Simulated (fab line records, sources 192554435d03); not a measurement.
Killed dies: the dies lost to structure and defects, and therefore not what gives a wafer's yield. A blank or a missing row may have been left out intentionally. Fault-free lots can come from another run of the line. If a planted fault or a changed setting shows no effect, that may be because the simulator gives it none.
3 desks looking at one fault	flow n5Finfet	numbers are kept per desk, each desk with only its own; the story behind them comes last

== THE TOOL OWNER'S DESK: implanter-01 ==
N5_WELL_APT_IMPLANT_32, tool's own readings: per-lot mean of the sampled wafers with a number, covering each lot this tool ran. If a lot's mean is further than 4 standard deviations from the usual mean, the lot is out of limits and carries the mark OUT (the distance appears in the brackets).
Columns: A = beamEnergyKeV at N5_WELL_APT_IMPLANT_32, usual 49.999
lot	first seen here	A
L939	day 2 04:27	50.010
L941	day 2 15:49	49.981
L943	day 3 03:56	79.874 (+99 or more) OUT
L945	day 3 15:13	79.872 (+99 or more) OUT
L958	day 6 21:24	49.991
L960	day 7 09:12	49.996
Finding of this desk: L943, L945 out of limits; the first was L943 at day 3 03:56, on beamEnergyKeV at N5_WELL_APT_IMPLANT_32. L939, L941, L958, L960 stayed within limits.

== THE DEFECT DESK ==
Lot by lot, what the route's inspections counted, given as the mean of those sampled wafers with a number. If a lot's mean is further than 4 standard deviations from the usual mean, the lot is out of limits and carries the mark OUT (the distance appears in the brackets).
Columns: A = rawDefectCount at N5_START_INSPECT_01, usual 6.0
lot	first seen here	A
L937	day 1 12:02	7.0
L939	day 2 00:02	3.7
L941	day 2 12:12	6.3
L943	day 3 00:02	8.7
L945	day 3 12:02	7.0
L946	day 3 18:02	5.0
L951	day 5 00:02	4.7
L958	day 6 18:02	3.3
L960	day 7 06:02	6.0
This desk's finding: nothing out of limits on any of the 9 lots.

== FROM THE METROLOGY DESK ==
What the gauges read, lot by lot, whatever tool the lot ran on: means of the sampled wafers that have a number. If a lot's mean is further than 4 standard deviations from the usual mean, the lot is out of limits and carries the mark OUT (the distance appears in the brackets). Of its 14 readings 7 are shown: the one that was out of limits first, and those that lie furthest out on some lot.
Columns: A = CJ_N at N5_BEOL_M4_RC_MEAS_101, usual 4.33; B = DIBL_N at N5_BEOL_M4_RC_MEAS_101, usual 35.9 mV/V; C = IOFF_N at N5_BEOL_M4_RC_MEAS_101, usual 0.152 nA/um; D = IOFF_N_LONG at N5_BEOL_M4_RC_MEAS_101, usual 5.52e-05 nA/um; E = ION_N at N5_BEOL_M4_RC_MEAS_101, usual 673 uA/um; F = RS_PWELL at N5_BEOL_M4_RC_MEAS_101, usual 2999 ohm/sq; G = SS_N at N5_BEOL_M4_RC_MEAS_101, usual 71.4 mV/dec
lot	first seen here	A	B	C	D	E	F	G
L937	day 1 17:58	4.31	36.5	0.141	5.40e-05	664	3004	71.2
L939	day 2 06:17	4.41	33.7	0.138	5.81e-05	667	2998	71.1
L941	day 2 17:38	4.34	36.4	0.140	5.23e-05	677	3031	71.2
L943	day 3 05:51	2.86 (-18) OUT	38.6	0.202	4.80e-05	671	2528 (-21) OUT	73.4 (+4.2) OUT
L945	day 3 17:32	2.89 (-18) OUT	38.3	0.211	5.20e-05	692	2586 (-19) OUT	72.2
L946	day 3 23:15	4.41	35.5	0.135	5.62e-05	672	3017	71.2
L951	day 5 05:15	4.48	33.7	0.148	5.77e-05	684	2994	70.9
L958	day 6 23:07	4.34	35.1	0.133	5.20e-05	670	2976	71.5
L960	day 7 11:01	4.36	35.5	0.137	5.57e-05	667	3004	71.4
This desk's result: L943, L945 out of limits, first on L943 (CJ_N at N5_BEOL_M4_RC_MEAS_101), day 10 14:52. L937, L939, L941, L946, L951, L958, L960 stayed within limits.

== BROUGHT TOGETHER ==
On L943, L945, at day 3 03:56, an alarm was possible from the tool owner's desk.
On L943, L945, the metrology desk was in a position to raise an alarm at day 10 14:52.
Nothing out of limits was seen by the defect desk.
The defect desk has L943, L945 on record, within its limits.
The lots listed all ran N5_WELL_APT_IMPLANT_32 on implanter-01.

== WHAT HAD BEEN PUT IN BY THE SIMULATOR ==
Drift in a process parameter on implanter-01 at N5_WELL_APT_IMPLANT_32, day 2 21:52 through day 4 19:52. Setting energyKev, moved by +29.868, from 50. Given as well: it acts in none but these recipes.
Struck lots among those shown: L943, L945.
Hours from the fault's start to each desk's first reading out of limits: the tool owner's desk, 6; the metrology desk, 185.
